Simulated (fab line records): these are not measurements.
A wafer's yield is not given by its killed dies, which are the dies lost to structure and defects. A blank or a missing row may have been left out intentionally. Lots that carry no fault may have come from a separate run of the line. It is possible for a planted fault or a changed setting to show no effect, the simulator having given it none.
fab line records	flow n5Finfet
record lots=9	wafers=26	lastDay=18
route steps=1938 shown BEOL_M14@1756 BEOL_M15@1773 PASSIVATION@1936
lots untouched by any fault: they come from a run of this same line in which no faults occurred
startH: the number of hours between the record's first day and the start of the first shown wafer of the lot	waitH: how many hours have passed since the lot's step before this one	" unchanged from the row above	L1.1+2: one row covering several wafers at once	- no value, or no start given	* or withheld: withheld	< > ~ a bound
route shown NAME@n: NAME is a module with steps in the file, n the number in the route of the first one	usual: mean/standard deviation taken from wafers without a fault	same: alike in all rows	chamber/n: place in a boat	sites: the reading at each site	_std_site: the standard deviation of these	_edge_site: inner sites' mean taken away from outer sites' mean	radiusMm: how far each site lies from the wafer's centre	mask NAME#n: copy n	behind: the most recent tool/chamber to have shaped the wafer	hold: reason for holding the lot/hours on hold/outcome of the hold	device: names the non-switching transistor (n, p or np)	end of line: at the end of the route, the tests of the same wafers	a step without rows: its recipe alone	killed: count of dies lost to structure and defects at first sort (not the wafer's yield)	map: shows each die of a wafer: x if killed, . if not, _ if none is there
set.NAME: the setting the step ran with; set.NAME@STEP: the setting that earlier step ran with	model.NAME: the simulator's own value behind a step, which no gauge read
a sample of lots followed through the steps of the route, with each step as a table and each wafer as a row
services: a tool's chamber out of use, with start hour (startH, from the record's first day; less than 0 if before it), hours out, and reason
## steps
# step N5_BEOL_M14_STRIP_37
# recipe chemistry=O2	powerW=600	tempC=60	pressureMtorr=30	rfFrequencyHz=6e+07	biasPowerW=0	overashFraction=0.3	o2FlowSccm=225
# usual drypumpMotorCurrentA=5.53/0.27	oesProductAu=0.77/0.07	rfVppV=3.7/1.1	showerheadPlenumPTorr=2.06/0.082	throttleValvePct=16.78/0.25
# same overashFraction=0.3
lot.wafer	tool	chamber	startH	waitH	drypumpMotorCurrentA	oesProductAu	rfHoursCounterH	rfVppV	showerheadPlenumPTorr	throttleValvePct
L605.1	rieDiel-03	1	253.15	0.7	5.70	0.73	153	3.1	2.00	16.78
L605.4	"	2	"	"	5.55	0.72	211	3.0	1.88	16.79
L605.5	"	0	"	"	5.56	0.76	-	3.9	2.20	17.06
L607.1	rieDiel-02	0	280.99	0.6	5.44	0.68	232	5.1	1.99	16.82
L607.2	"	1	"	"	4.93	0.92	29	2.5	2.05	16.36
L607.4	"	2	"	"	5.81	0.87	38	3.3	2.13	16.44
L608.2	rieDiel-02	3	281.15	0.7	5.39	0.72	192	4.4	2.02	17.22
L608.4	"	1	"	"	4.93	0.91	29	3.3	2.05	16.33
L608.5	"	3	"	"	5.41	0.72	-	2.6	2.02	17.19
L611.1	rieDiel-03	1	307.64	0.2	5.68	0.72	171	3.0	2.00	16.79
L611.4	"	2	"	"	5.58	0.71	230	1.0	1.88	16.85
L611.5	"	1	"	"	5.65	0.72	-	4.6	1.99	16.83
L614.1	rieDiel-01	0	322.06	0.5	5.44	0.87	50	3.5	2.06	16.58
L614.2	"	1	"	"	5.09	0.78	123	4.8	2.11	16.63
L614.4	"	3	"	"	5.44	0.70	226	3.7	2.07	16.46
L616.1	rieDiel-01	3	335.67	0.2	5.42	0.69	231	1.8	2.07	16.46
L616.3	"	1	"	"	5.10	0.78	127	3.1	2.10	16.66
L616.4	"	2	"	"	5.95	0.79	134	3.7	2.12	17.06
L620.2	rieDiel-03	2	345.32	1.6	5.57	0.69	243	2.4	1.87	16.87
L620.4	"	0	"	"	5.54	0.73	150	4.0	2.19	17.10
L620.6	"	3	"	"	5.76	0.80	-	4.4	2.05	16.79
L624.2	rieDiel-01	1	395.12	1.7	5.13	0.76	146	4.1	2.10	16.71
L624.3	"	2	"	"	5.92	0.78	151	3.0	2.11	17.08
L626.3	rieDiel-03	2	403.52	1.6	5.57	0.93	5	1.9	2.21	16.44
L626.4	"	3	"	"	5.79	0.79	108	3.2	2.05	16.85
L626.5	"	1	"	"	5.66	0.70	-	4.2	1.98	16.90
# step N5_BEOL_M14_ETCH_38
# recipe chemistry=CF4/N2	target=SiCN	targetDepthA=1065	taperDeg=2	timeS=120.6	ionEnergyEv=150	maskMaterial=SiO2	pressureMtorr=40	sourceW=430	biasW=70	Ar_flow_sccm=100	cf4FlowSccm=60	n2FlowSccm=60
# usual drypumpMotorCurrentA=5.52/0.27	n2FlowSccm=59.98/0.18	oesProductAu=0.78/0.075	rfFwdPowerW=428.4/1.3	rfVppV=381.3/2	showerheadPlenumPTorr=2.16/0.081	throttleValvePct=15.53/0.23
lot.wafer	tool	chamber	startH	waitH	drypumpMotorCurrentA	n2FlowSccm	oesProductAu	rfFwdPowerW	rfHoursCounterH	rfVppV	showerheadPlenumPTorr	throttleValvePct
L605.1	rieDiel-03	1	-	-	5.72	59.87	0.76	429.9	153	380.4	2.10	15.54
L605.4	"	2	"	"	5.57	60.14	0.72	429.2	211	378.1	2.01	15.72
L605.5	"	0	"	"	5.54	59.79	0.78	429.1	-	386.1	2.31	15.78
L607.1	rieDiel-02	0	-	-	5.43	60.20	0.69	428.2	232	379.8	2.10	15.58
L607.2	"	1	"	"	4.92	59.97	0.93	429.8	29	382.0	2.17	15.20
L607.4	"	2	"	"	5.82	59.94	0.86	428.2	38	383.4	2.25	15.21
L608.2	rieDiel-02	3	-	-	5.40	60.03	0.71	426.9	192	381.3	2.11	15.84
L608.4	"	1	"	"	4.90	59.95	0.93	426.7	29	379.3	2.17	15.19
L608.5	"	3	"	"	5.39	59.97	0.71	428.2	-	379.9	2.11	15.84
L611.1	rieDiel-03	1	-	-	5.66	60.12	0.73	430.9	171	380.2	2.10	15.59
L611.4	"	2	"	"	5.56	59.96	0.71	428.6	230	377.7	2.00	15.74
L611.5	"	1	"	"	5.65	60.13	0.73	431.3	-	381.0	2.10	15.59
L614.1	rieDiel-01	0	-	-	5.41	60.03	0.88	427.9	50	380.2	2.15	15.18
L614.2	"	1	"	"	5.10	60.06	0.80	426.1	123	384.7	2.22	15.46
L614.4	"	3	"	"	5.41	59.99	0.69	429.2	226	381.3	2.19	15.26
L616.1	rieDiel-01	3	-	-	5.43	59.71	0.70	428.3	231	381.7	2.18	15.26
L616.3	"	1	"	"	5.11	60.14	0.80	425.5	127	383.2	2.22	15.47
L616.4	"	2	"	"	5.92	60.21	0.79	429.7	134	382.4	2.21	15.71
L620.2	rieDiel-03	2	-	-	5.57	59.82	0.69	428.9	243	377.6	2.00	15.78
L620.4	"	0	"	"	5.55	59.94	0.75	428.2	150	384.7	2.30	15.85
L620.6	"	3	"	"	5.77	59.96	0.81	427.3	-	380.1	2.14	15.46
L624.2	rieDiel-01	1	-	-	5.11	59.65	0.79	428.3	146	382.1	2.21	15.51
L624.3	"	2	"	"	5.94	60.28	0.77	427.1	152	383.4	2.20	15.76
L626.3	rieDiel-03	2	-	-	5.57	59.92	0.93	428.7	5	384.8	2.34	15.29
L626.4	"	3	"	"	5.80	60.01	0.80	429.0	109	380.9	2.14	15.49
L626.5	"	1	"	"	5.73	60.15	0.71	428.5	-	379.9	2.09	15.65
# step N5_BEOL_M14_SPUTTER_44
# recipe material=Ta	targetThkA=150	tempC=50	biasV=80	powerW=15000	chamberPressurePa=0.07	timeS=24.19
# usual throttleValvePct=30.0/0.91
lot.wafer	tool	chamber	startH	waitH	throttleValvePct
L605.1	pvdSputter-02	-	254.09	0.0	29.8
L605.4	"	-	"	"	29.6
L605.5	"	-	"	"	29.5
L607.1	pvdSputter-02	-	281.63	0.0	29.5
L607.2	"	-	"	"	31.7
L607.4	"	-	"	"	30.8
L608.2	pvdSputter-01	-	281.72	0.0	30.0
L608.4	"	-	"	"	30.4
L608.5	"	-	"	"	30.1
L611.1	pvdSputter-02	-	308.43	0.0	29.7
L611.4	"	-	"	"	30.7
L611.5	"	-	"	"	29.8
L614.1	pvdSputter-01	-	322.73	0.0	30.0
L614.2	"	-	"	"	29.9
L614.4	"	-	"	"	30.8
L616.1	pvdSputter-03	-	336.44	0.0	29.3
L616.3	"	-	"	"	29.8
L616.4	"	-	"	"	29.3
L620.2	pvdSputter-03	-	346.00	0.0	29.5
L620.4	"	-	"	"	29.8
L620.6	"	-	"	"	29.8
L624.2	pvdSputter-01	-	395.86	0.0	30.3
L624.3	"	-	"	"	30.9
L626.3	pvdSputter-01	-	403.99	0.0	31.1
L626.4	"	-	"	"	28.0
L626.5	"	-	"	"	30.1
# step N5_BEOL_M15_ILD_DEP_00
# recipe material=SiO2	targetThkA=16293	tempC=400	precursor=TEOS/O2	pressureTorr=6.5	rfW=900	teosFlowSccm=161.4	gas=O2	flowSccm=2650	timeS=346.1
# usual heaterPowerOuterW=298/84	heaterPowerW=546/100	rfFwdPowerW=897.9/2.6	runLengthS=389.0/0.48	showerheadPlenumPTorr=8.33/0.038	throttleValvePct=18.8/0.9
lot.wafer	tool	chamber	startH	waitH	heaterPowerOuterW	heaterPowerW	rfFwdPowerW	runLengthS	showerheadPlenumPTorr	throttleValvePct
L605.1	pecvd-04	1	257.13	0.0	302	594	895.4	388.5	8.37	18.7
L605.4	"	1	"	"	356	657	895.7	388.4	8.35	18.8
L605.5	"	2	"	"	345	667	896.6	388.9	8.34	17.6
L607.1	pecvd-03	1	282.96	0.0	328	514	904.6	389.0	8.34	20.3
L607.2	"	2	"	"	491	706	900.7	388.1	8.31	17.7
L607.4	"	1	"	"	248	426	899.7	388.8	8.37	20.4
L608.2	pecvd-03	2	283.23	0.0	475	694	894.5	388.1	8.31	18.0
L608.4	"	1	"	"	254	413	891.8	388.5	8.36	20.3
L608.5	"	0	"	"	188	382	900.3	388.9	8.31	18.7
L611.1	pecvd-04	0	309.63	0.0	158	364	898.5	388.8	8.27	19.8
L611.4	"	1	"	"	234	493	901.6	389.3	8.37	18.8
L611.5	"	0	"	"	215	452	898.0	389.0	8.27	20.0
L614.1	pecvd-04	1	324.30	0.0	330	616	896.0	388.4	8.40	18.6
L614.2	"	2	"	"	332	621	896.9	389.4	8.37	17.5
L614.4	"	0	"	"	142	349	899.6	389.0	8.30	19.9
L616.1	pecvd-03	0	337.65	0.0	209	391	900.1	389.8	8.32	19.1
L616.3	"	2	"	"	510	734	898.6	560.2	8.31	17.9
L616.4	"	2	"	"	392	563	896.5	560.0	8.33	18.1
L620.2	pecvd-03	0	347.18	0.0	249	466	895.3	388.9	8.30	18.7
L620.4	"	2	"	"	514	736	897.4	560.3	8.32	18.2
L620.6	"	2	"	"	387	590	900.0	560.8	8.32	18.2
L624.2	pecvd-04	1	397.09	0.0	296	566	899.2	388.8	8.36	18.8
L624.3	"	2	"	"	361	654	892.2	389.2	8.35	17.9
L626.3	pecvd-04	1	405.16	0.0	335	629	899.9	388.5	8.37	18.6
L626.4	"	1	"	"	237	506	899.3	389.0	8.36	18.9
L626.5	"	2	"	"	258	504	894.3	389.1	8.37	17.6
# step N5_BEOL_M15_THK_MEAS_01
# recipe reads=SiO2_of_BEOL_M15_ILD_DEP_00
# usual M15_ILD_THK=1627/22
lot.wafer	tool	chamber	startH	waitH	M15_ILD_THK[nm]
L605.1	filmMetro-02	-	257.38	0.1	1621
L605.4	"	-	"	"	1651
L605.5	"	-	"	"	1637
L607.1	filmMetro-02	-	283.21	0.1	1618
L607.2	"	-	"	"	1629
L607.4	"	-	"	"	1641
L608.2	filmMetro-01	-	283.48	0.1	1625
L608.4	"	-	"	"	1645
L608.5	"	-	"	"	1621
L611.1	filmMetro-01	-	309.88	0.1	1634
L611.4	"	-	"	"	1662
L611.5	"	-	"	"	1676
L614.1	filmMetro-02	-	324.55	0.1	1604
L614.2	"	-	"	"	1589
L614.4	"	-	"	"	1619
L616.1	filmMetro-02	-	337.90	0.1	1598
L616.3	"	-	"	"	2429
L616.4	"	-	"	"	2460
L620.2	filmMetro-01	-	347.54	0.3	1581
L620.4	"	-	"	"	2435
L620.6	"	-	"	"	2428
L624.2	filmMetro-02	-	397.34	0.1	1613
L624.3	"	-	"	"	1623
L626.3	filmMetro-01	-	405.41	0.1	1605
L626.4	"	-	"	"	1634
L626.5	"	-	"	"	1640
# step N5_BEOL_M15_CD_MEAS_17
# recipe targetCdNm=360	polarity=opening
# usual cdNm=361.3/1.8
lot.wafer	tool	chamber	startH	waitH	cdNm
L605.1	cdSem-03	-	258.40	0.0	361.3
L605.4	"	-	"	"	360.1
L605.5	"	-	"	"	359.7
L607.1	cdSem-01	-	284.23	0.0	361.4
L607.2	"	-	"	"	363.9
L607.4	"	-	"	"	361.2
L608.2	cdSem-02	-	284.37	0.0	358.5
L608.4	"	-	"	"	359.1
L608.5	"	-	"	"	365.5
L611.1	cdSem-02	-	310.90	0.0	362.9
L611.4	"	-	"	"	363.9
L611.5	"	-	"	"	360.1
L614.1	cdSem-01	-	325.56	0.0	358.9
L614.2	"	-	"	"	360.3
L614.4	"	-	"	"	359.5
L616.1	cdSem-03	-	338.92	0.0	361.1
L616.3	"	-	"	"	372.1
L616.4	"	-	"	"	368.6
L620.2	cdSem-01	-	348.43	0.0	358.2
L620.4	"	-	"	"	368.1
L620.6	"	-	"	"	370.5
L624.2	cdSem-02	-	398.23	0.0	359.1
L624.3	"	-	"	"	360.1
L626.3	cdSem-02	-	406.30	0.0	364.6
L626.4	"	-	"	"	362.6
L626.5	"	-	"	"	359.8
# step N5_PASSIVATION_PROBE_49
# usual defectLimitedYield=91.3/1.3	killed_at_M0_to_M3=36/12	killed_at_M4_up=13/4.6	killedAtContacts=13/5.4	killedAtFrontEnd=37/10	killedAtOther=3.6/2.9	killedDies=102/15	killedOpen=67/12	killedShort=33/7.5	sort_bin_5_function=5.1/0.93	sort_bin_6_memory=3.2/0.62	sortNPass=1078/15	sortYieldPct=91.3/1.3
# same grossDies=1180	killedAtBackSide=0	sort_bin_4_leakage[%]=0	sort_bin_8_speed[%]=0
lot.wafer	tool	chamber	startH	waitH	defectLimitedYield[%]	killed_at_M0_to_M3	killed_at_M4_up	killedAtContacts	killedAtFrontEnd	killedAtOther	killedDies	killedOpen	killedShort	sort_bin_5_function[%]	sort_bin_6_memory[%]	sortNPass	sortYieldPct[%]
L605.1	prober-02	-	278.08	0.0	88.8	47	8	27	49	1	132	90	41	7.2	3.6	1048	88.8
L605.4	prober-02	-	278.23	0.2	93.1	22	8	16	33	3	82	61	20	3.8	3.0	1098	93.1
L605.5	prober-02	-	278.28	0.2	93.8	27	9	10	26	1	73	51	22	3.5	2.5	1107	93.8
L607.1	prober-02	-	302.87	0.0	88.6	44	15	18	48	9	134	83	45	6.7	3.9	1046	88.6
L607.2	prober-02	-	302.92	0.1	89.0	49	10	9	57	5	130	71	56	6.4	3.7	1050	89.0
L607.4	prober-02	-	303.02	0.2	90.6	36	8	6	52	9	111	67	40	5.3	3.8	1069	90.6
L608.2	prober-01	-	302.91	0.1	91.7	24	18	24	28	4	98	72	26	4.9	3.1	1082	91.7
L608.4	prober-01	-	303.01	0.2	93.1	16	11	13	37	5	82	47	33	3.5	3.2	1098	93.1
L608.5	prober-01	-	303.06	0.2	91.3	36	12	14	41	0	103	75	28	5.5	3.1	1077	91.3
L611.1	prober-01	-	333.62	0.2	91.2	27	14	12	49	2	104	70	32	6.0	2.7	1076	91.2
L611.4	prober-01	-	333.77	0.4	93.1	24	18	13	23	3	81	57	22	3.9	2.6	1099	93.1
L611.5	prober-01	-	333.82	0.4	91.4	27	20	7	42	6	102	67	34	5.3	3.1	1078	91.4
L614.1	prober-01	-	345.68	0.0	91.6	42	14	5	36	2	99	66	33	4.5	3.8	1081	91.6
L614.2	prober-01	-	345.73	0.1	95.0	24	4	9	21	1	59	38	21	3.1	1.8	1121	95.0
L614.4	prober-01	-	345.83	0.2	93.8	31	6	6	27	3	73	46	27	3.1	2.7	1107	93.8
L616.1	prober-02	-	360.45	0.0	90.9	49	8	15	34	1	107	67	39	5.8	3.0	1073	90.9
L616.3	prober-02	-	360.55	0.1	91.3	39	9	9	38	8	103	62	40	5.3	3.2	1077	91.3
L616.4	prober-02	-	360.60	0.2	90.8	30	27	14	32	6	109	73	36	4.7	4.1	1071	90.8
L620.2	prober-02	-	370.01	0.1	92.8	35	10	15	21	4	85	49	34	3.4	3.1	1095	92.8
L620.4	prober-02	-	370.11	0.2	91.5	39	17	7	35	2	100	68	31	4.9	3.4	1080	91.5
L620.6	prober-02	-	370.21	0.3	93.3	20	14	11	32	2	79	55	24	4.4	2.0	1101	93.3
L624.2	prober-01	-	414.15	0.1	90.7	42	12	25	28	3	110	79	31	5.3	3.5	1070	90.7
L624.3	prober-01	-	414.20	0.1	93.3	9	8	14	46	2	79	50	26	3.8	2.4	1101	93.3
L626.3	prober-02	-	424.40	0.1	91.7	34	14	18	26	6	98	68	25	4.3	3.3	1082	91.7
L626.4	prober-02	-	424.45	0.2	89.2	48	12	19	43	5	127	79	41	6.4	3.3	1053	89.2
L626.5	prober-02	-	424.50	0.2	89.7	52	13	12	42	3	122	81	41	5.7	4.6	1058	89.7
# killed by level:class
L605.1 MOL_CONTACT_COAG:geometricParticle:open=20 BEOL_M0_SAQP:geometricParticle:short=14 BEOL_M0_SAQP:geometricParticle:open=12 STI_FIN_REVEAL:geometricParticle:open=10 FIN_SAQP:geometricParticle:open=9 BEOL_M2:geometricParticle:open=8 MOL_CONTACT_COAG:geometricParticle:short=7 GATE_CUT:geometricParticle:short=6
L605.4 MOL_CONTACT_COAG:geometricParticle:open=15 BEOL_M0_SAQP:geometricParticle:open=8 STI_FIN_REVEAL:geometricParticle:open=6 DUMMY_GATE:geometricParticle:open=5 STARTING-WAFER:geometricParticle:short=5 FIN_SAQP:geometricParticle:open=4 BEOL_M0_SAQP:geometricParticle:short=4 BEOL_M2:geometricParticle:open=4
L605.5 STI_FIN_REVEAL:geometricParticle:open=13 BEOL_M2:geometricParticle:open=9 MOL_CONTACT_COAG:geometricParticle:open=8 BEOL_M0_SAQP:geometricParticle:open=5 BEOL_M0_SAQP:geometricParticle:short=4 BEOL_M3:geometricParticle:open=4 GATE_CUT:geometricParticle:short=3 BEOL_M0:geometricParticle:short=3
L607.1 STI_FIN_REVEAL:geometricParticle:open=17 BEOL_M0_SAQP:geometricParticle:open=13 MOL_CONTACT_COAG:geometricParticle:open=10 BEOL_M2:geometricParticle:open=9 BEOL_M0_SAQP:geometricParticle:short=8 MOL_CONTACT_COAG:geometricParticle:short=7 FIN_SAQP:geometricParticle:short=6 GATE_CUT:geometricParticle:short=6
L608.2 MOL_CONTACT_COAG:geometricParticle:open=18 STI_FIN_REVEAL:geometricParticle:open=11 BEOL_M4:geometricParticle:open=9 BEOL_M1:geometricParticle:open=8 MOL_CONTACT_COAG:geometricParticle:short=6 STARTING-WAFER:geometricParticle:short=6 BEOL_M3:geometricParticle:open=5 BEOL_M1:geometricParticle:short=3
L607.2 FIN_SAQP:geometricParticle:short=18 STI_FIN_REVEAL:geometricParticle:open=12 BEOL_M0_SAQP:geometricParticle:short=11 BEOL_M0_SAQP:geometricParticle:open=11 BEOL_M1:geometricParticle:open=8 MOL_CONTACT_COAG:geometricParticle:open=7 FIN_SAQP:geometricParticle:open=5 BEOL_M2:geometricParticle:open=5
L608.4 MOL_CONTACT_COAG:geometricParticle:open=12 FIN_SAQP:geometricParticle:short=8 STI_FIN_REVEAL:geometricParticle:open=8 FIN_SAQP:geometricParticle:open=5 BEOL_M2:geometricParticle:open=4 BEOL_M4:geometricParticle:open=4 BEOL_M4:geometricParticle:short=4 STI_FIN_REVEAL:geometricParticle:short=3
L607.4 STI_FIN_REVEAL:geometricParticle:open=14 BEOL_M2:geometricParticle:open=12 FIN_SAQP:geometricParticle:short=9 BEOL_M0_SAQP:geometricParticle:short=7 STARTING-WAFER:geometricParticle:short=6 BEOL_M3:geometricParticle:open=6 FIN_SAQP:geometricParticle:open=5 MOL_CONTACT_COAG:geometricParticle:open=5
L608.5 MOL_CONTACT_COAG:geometricParticle:open=12 STI_FIN_REVEAL:geometricParticle:open=11 FIN_SAQP:geometricParticle:open=7 BEOL_M1:geometricParticle:open=6 BEOL_M0:geometricParticle:open=6 STARTING-WAFER:geometricParticle:open=5 BEOL_M1:geometricParticle:short=5 FIN_SAQP:geometricParticle:short=4
L611.1 FIN_SAQP:geometricParticle:open=17 STI_FIN_REVEAL:geometricParticle:open=9 FIN_SAQP:geometricParticle:short=7 BEOL_M2:geometricParticle:open=7 MOL_CONTACT_COAG:geometricParticle:short=6 MOL_CONTACT_COAG:geometricParticle:open=6 BEOL_M3:geometricParticle:open=5 BEOL_M0_SAQP:geometricParticle:short=5
L611.4 BEOL_M2:geometricParticle:open=10 BEOL_M4:geometricParticle:open=10 MOL_CONTACT_COAG:geometricParticle:open=9 BEOL_M3:geometricParticle:open=6 FIN_SAQP:geometricParticle:open=5 FIN_SAQP:geometricParticle:short=4 MOL_CONTACT_COAG:geometricParticle:short=4 BEOL_M4:geometricParticle:short=3
L611.5 BEOL_M2:geometricParticle:open=12 BEOL_M4:geometricParticle:open=10 FIN_SAQP:geometricParticle:short=9 STI_FIN_REVEAL:geometricParticle:open=7 MOL_CONTACT_COAG:geometricParticle:open=6 BEOL_M0_SAQP:geometricParticle:open=6 GATE_CUT:geometricParticle:open=5 FIN_SAQP:geometricParticle:open=4
L614.1 BEOL_M3:geometricParticle:open=9 BEOL_M0_SAQP:geometricParticle:open=8 FIN_SAQP:geometricParticle:short=7 STI_FIN_REVEAL:geometricParticle:open=7 BEOL_M2:geometricParticle:open=7 BEOL_M0_SAQP:geometricParticle:short=6 BEOL_M1:geometricParticle:open=5 BEOL_M4:geometricParticle:open=5
L614.2 BEOL_M0_SAQP:geometricParticle:open=8 BEOL_M2:geometricParticle:short=8 MOL_CONTACT_COAG:geometricParticle:open=6 FIN_SAQP:geometricParticle:open=3 STI_FIN_REVEAL:geometricParticle:open=3 MOL_CONTACT_COAG:geometricParticle:short=3 STARTING-WAFER:geometricParticle:open=3 STARTING-WAFER:geometricParticle:short=3
L614.4 BEOL_M1:geometricParticle:open=8 BEOL_M0_SAQP:geometricParticle:open=6 MOL_CONTACT_COAG:geometricParticle:open=5 BEOL_M2:geometricParticle:open=5 FIN_SAQP:geometricParticle:short=4 STI_FIN_REVEAL:geometricParticle:open=4 BEOL_M2:geometricParticle:short=4 ILD0:geometricParticle:open=3
L616.1 BEOL_M0_SAQP:geometricParticle:short=14 STI_FIN_REVEAL:geometricParticle:open=13 MOL_CONTACT_COAG:geometricParticle:open=10 BEOL_M0_SAQP:geometricParticle:open=10 BEOL_M1:geometricParticle:open=9 BEOL_M3:geometricParticle:open=7 MOL_CONTACT_COAG:geometricParticle:short=5 STI_FIN_REVEAL:geometricParticle:short=5
L616.3 BEOL_M3:geometricParticle:open=11 BEOL_M0_SAQP:geometricParticle:short=9 FIN_SAQP:geometricParticle:short=7 MOL_CONTACT_COAG:geometricParticle:open=7 BEOL_M3:geometricParticle:short=6 STI_FIN_REVEAL:geometricParticle:open=6 DUMMY_GATE:geometricParticle:open=6 BEOL_M0_SAQP:geometricParticle:open=5
L616.4 BEOL_M4:geometricParticle:open=17 FIN_SAQP:geometricParticle:open=11 MOL_CONTACT_COAG:geometricParticle:open=8 BEOL_M0_SAQP:geometricParticle:short=8 FIN_SAQP:geometricParticle:short=6 MOL_CONTACT_COAG:geometricParticle:short=6 BEOL_M0_SAQP:geometricParticle:open=6 BEOL_M2:geometricParticle:open=5
L620.2 MOL_CONTACT_COAG:geometricParticle:open=9 BEOL_M0_SAQP:geometricParticle:short=9 BEOL_M0_SAQP:geometricParticle:open=7 MOL_CONTACT_COAG:geometricParticle:short=6 STI_FIN_REVEAL:geometricParticle:open=5 BEOL_M1:geometricParticle:short=5 BEOL_M3:geometricParticle:open=5 FIN_SAQP:geometricParticle:open=4
L620.4 BEOL_M3:geometricParticle:open=12 BEOL_M0_SAQP:geometricParticle:open=9 BEOL_M0_SAQP:geometricParticle:short=8 FIN_SAQP:geometricParticle:open=6 STI_FIN_REVEAL:geometricParticle:open=6 BEOL_M4:geometricParticle:open=6 MOL_CONTACT_COAG:geometricParticle:open=5 DUMMY_GATE:geometricParticle:open=4
L620.6 MOL_CONTACT_COAG:geometricParticle:open=9 FIN_SAQP:geometricParticle:short=6 BEOL_M4:geometricParticle:open=6 FIN_SAQP:geometricParticle:open=5 GATE_CUT:geometricParticle:short=5 GATE_CUT:geometricParticle:open=4 BEOL_M0_SAQP:geometricParticle:open=4 BEOL_M2:geometricParticle:open=4
L624.2 MOL_CONTACT_COAG:geometricParticle:open=20 BEOL_M2:geometricParticle:open=12 BEOL_M0_SAQP:geometricParticle:open=12 FIN_SAQP:geometricParticle:open=7 BEOL_M3:geometricParticle:open=7 FIN_SAQP:geometricParticle:short=6 MOL_CONTACT_COAG:geometricParticle:short=5 BEOL_M0_SAQP:geometricParticle:short=5
L624.3 FIN_SAQP:geometricParticle:short=12 FIN_SAQP:geometricParticle:open=12 MOL_CONTACT_COAG:geometricParticle:open=8 STI_FIN_REVEAL:geometricParticle:open=7 MOL_CONTACT_COAG:geometricParticle:short=6 BEOL_M3:geometricParticle:open=5 STARTING-WAFER:geometricParticle:open=4 BEOL_M4:geometricParticle:open=3
L626.3 MOL_CONTACT_COAG:geometricParticle:open=14 BEOL_M0_SAQP:geometricParticle:short=13 BEOL_M0_SAQP:geometricParticle:open=12 FIN_SAQP:geometricParticle:open=7 BEOL_M4:geometricParticle:open=7 HKMG_FIN:areaEtch=5 STI_FIN_REVEAL:geometricParticle:open=4 MOL_CONTACT_COAG:geometricParticle:short=4
L626.4 MOL_CONTACT_COAG:geometricParticle:open=18 BEOL_M0_SAQP:geometricParticle:short=14 STI_FIN_REVEAL:geometricParticle:open=13 BEOL_M1:geometricParticle:open=8 HKMG_FIN:areaEtch=7 BEOL_M0_SAQP:geometricParticle:open=6 FIN_SAQP:geometricParticle:open=5 BEOL_M3:geometricParticle:open=5
L626.5 STI_FIN_REVEAL:geometricParticle:open=17 BEOL_M0_SAQP:geometricParticle:short=13 BEOL_M0_SAQP:geometricParticle:open=11 MOL_CONTACT_COAG:geometricParticle:open=11 BEOL_M2:geometricParticle:open=6 BEOL_M3:geometricParticle:open=6 FIN_SAQP:geometricParticle:short=5 STI_FIN_REVEAL:geometricParticle:short=5
## services
tool	chamber	startH	hours	kind
rieDiel-01	3	237.65	3.0	repair
rieDiel-01	2	253.64	4.9	repair
pecvd-03	-	258.74	2.8	pm
pecvd-04	0	291.15	4.5	repair
pvdSputter-01	-	291.75	1.0	repair
rieDiel-02	0	323.54	-	clean
rieDiel-02	0	323.54	-	consumableReplace:focusRing
rieDiel-02	0	323.54	-	consumableReplace:showerhead
rieDiel-02	0	323.54	27.2	scheduledDown
rieDiel-02	3	346.66	4.7	repair
pvdSputter-03	-	357.96	4.7	repair
pecvd-04	0	364.57	16.5	scheduledDown
rieDiel-03	2	367.98	-	clean
rieDiel-03	2	367.98	-	consumableReplace:focusRing
rieDiel-03	2	367.98	-	consumableReplace:showerhead
rieDiel-03	2	367.98	22.5	scheduledDown
rieDiel-03	2	367.98	22.5	ventCycle
rieDiel-01	-	381.23	1.4	repair
rieDiel-02	0	383.08	9.9	repair
pvdSputter-02	-	385.67	3.8	repair
rieDiel-01	3	395.08	-	clean
rieDiel-01	3	395.08	-	consumableReplace:focusRing
rieDiel-01	3	395.08	17.3	scheduledDown
rieDiel-01	3	395.08	17.3	ventCycle
## key
firstSign step=N5_BEOL_M15_ILD_DEP_00	reading=runLengthS	direction=up	sigmas=99+	usual=*	struck=*
effect step=N5_BEOL_M15_THK_MEAS_01	reading=M15_ILD_THK	direction=up	sigmas=37	usual=1627	struck=2438
effect step=N5_BEOL_M15_CD_MEAS_17	reading=cdNm	direction=up	sigmas=4.6	usual=361.3	struck=369.8
metAt N5_BEOL_M15_ILD_DEP_00
struckLots L616,L620
struckWafers L616.3,L616.4,L620.4,L620.6
notActingAt N5_BEOL_M14_STRIP_37,N5_BEOL_M14_ETCH_38,N5_BEOL_M14_SPUTTER_44
onsetBetween 283.23 337.65
fault kind=processParameterDrift	tool=pecvd-03	chamber=2	onsetH=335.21	steps=N5_BEOL_M15_ILD_DEP_00	channel=timeS	offset=*	shape=step	endH=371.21	actsIn=*	stated=*
